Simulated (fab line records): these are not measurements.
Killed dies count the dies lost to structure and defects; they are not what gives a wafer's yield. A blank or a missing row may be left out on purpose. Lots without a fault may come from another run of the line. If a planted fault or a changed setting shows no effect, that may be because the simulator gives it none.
Which tool was responsible?	flow nand-harc	11 lots with 33 wafers sampled at 2 steps, on a route of 1302 steps

== WHAT THE GAUGES READ, wafer by wafer ==
NHARC_P_ZERO_WELL_CD_MEAS_52 targets a cd of 2000 nm. Usual: cd-nm reads 1998.8 nm (standard deviation 1.3).
lot	measured	on	cd-nm (nm)	flag
L123	day 2 21:31	cd-sem-02	1998.5 1999.3 1997.8	
L124	day 3 07:41	cd-sem-02	1999.3 1997.4 1997.8	
L129	day 5 09:38	cd-sem-01	1997.5 1999.1 2000.8	
L130	day 5 19:37	cd-sem-03	1996.7 1997.2 1995.4	
L131	day 6 05:29	cd-sem-03	1997.7 1999.2 1997.3	
L133	day 7 01:45	cd-sem-01	1997.4 1998.0 1997.9	
L135	day 7 21:38	cd-sem-02	1929.1 1926.5 1929.9	OFF
L140	day 9 23:57	cd-sem-01	1997.7 1999.5 2000.8	
L142	day 10 19:39	cd-sem-01	1996.9 1997.6 1998.0	
L143	day 11 05:49	cd-sem-02	2000.3 1999.0 1996.9	
L144	day 11 15:49	cd-sem-03	1997.3 2000.1 1998.8	

== WHICH TOOL RAN EACH LOT (tool, then ch and the chambers of the sampled wafers, then the start) ==
lot	NHARC_P_ZERO_WELL_EXPOSE_49
L123	krf-scanner-03 ch 0, day 2 21:22
L124	krf-scanner-02 ch 0, day 3 07:32
L129	krf-scanner-04 ch 0, day 5 09:29
L130	krf-scanner-04 ch 0, day 5 19:28
L131	krf-scanner-02 ch 0, day 6 05:20
L133	krf-scanner-02 ch 0, day 7 01:35
L135	krf-scanner-04 ch 0, day 7 21:29
L140	krf-scanner-03 ch 0, day 9 23:48
L142	krf-scanner-02 ch 0, day 10 19:30
L143	krf-scanner-03 ch 0, day 11 05:40
L144	krf-scanner-04 ch 0, day 11 15:40
- NHARC_P_ZERO_WELL_EXPOSE_49: exposes mask P HVPW, target cd 2000 nm.

== AS READ BY THE TOOLS THEMSELVES (means over the sampled wafers that have a number; for cases with no such wafer, the mark the record gives instead) ==
NHARC_P_ZERO_WELL_EXPOSE_49. Usual: stage-vel-mm-s 499.98 mm/s, standard deviation 0.27.
lot	tool	stage-vel-mm-s (mm/s)	flag
L123	krf-scanner-03	500.22	
L124	krf-scanner-02	499.72	
L129	krf-scanner-04	499.72	
L130	krf-scanner-04	500.08	
L131	krf-scanner-02	499.82	
L133	krf-scanner-02	500.35	
L135	krf-scanner-04	499.67	
L140	krf-scanner-03	500.27	
L142	krf-scanner-02	500.04	
L143	krf-scanner-03	499.74	
L144	krf-scanner-04	499.78	

== THE ANSWER, worked out from the rows above alone ==
Rule: lot off if the mean of its wafers having a number is beyond 3 standard deviations from the usual mean. Also off: a lot with no number at a reading for which 4 or more lots have one. Any other lot the step has rows for is counted as sound. After the gauges, taken in route order, come the tools' own readings; for these a lot's mean is taken, as printed above. The first step at which some lot is off is used, and at that step the reading that is off furthest; a lot without a number counts as furthest.
Off: L135 (NHARC_P_ZERO_WELL_CD_MEAS_52, cd-nm).
A tool fits if, at a process step before that reading, it ran every lot that is off, and no sound lot after the first of them. Those tools and the gauges at NHARC_P_ZERO_WELL_CD_MEAS_52 are tried in the same way. Of those tried, none fits.

== WHAT THE SIMULATOR PUT IN ==
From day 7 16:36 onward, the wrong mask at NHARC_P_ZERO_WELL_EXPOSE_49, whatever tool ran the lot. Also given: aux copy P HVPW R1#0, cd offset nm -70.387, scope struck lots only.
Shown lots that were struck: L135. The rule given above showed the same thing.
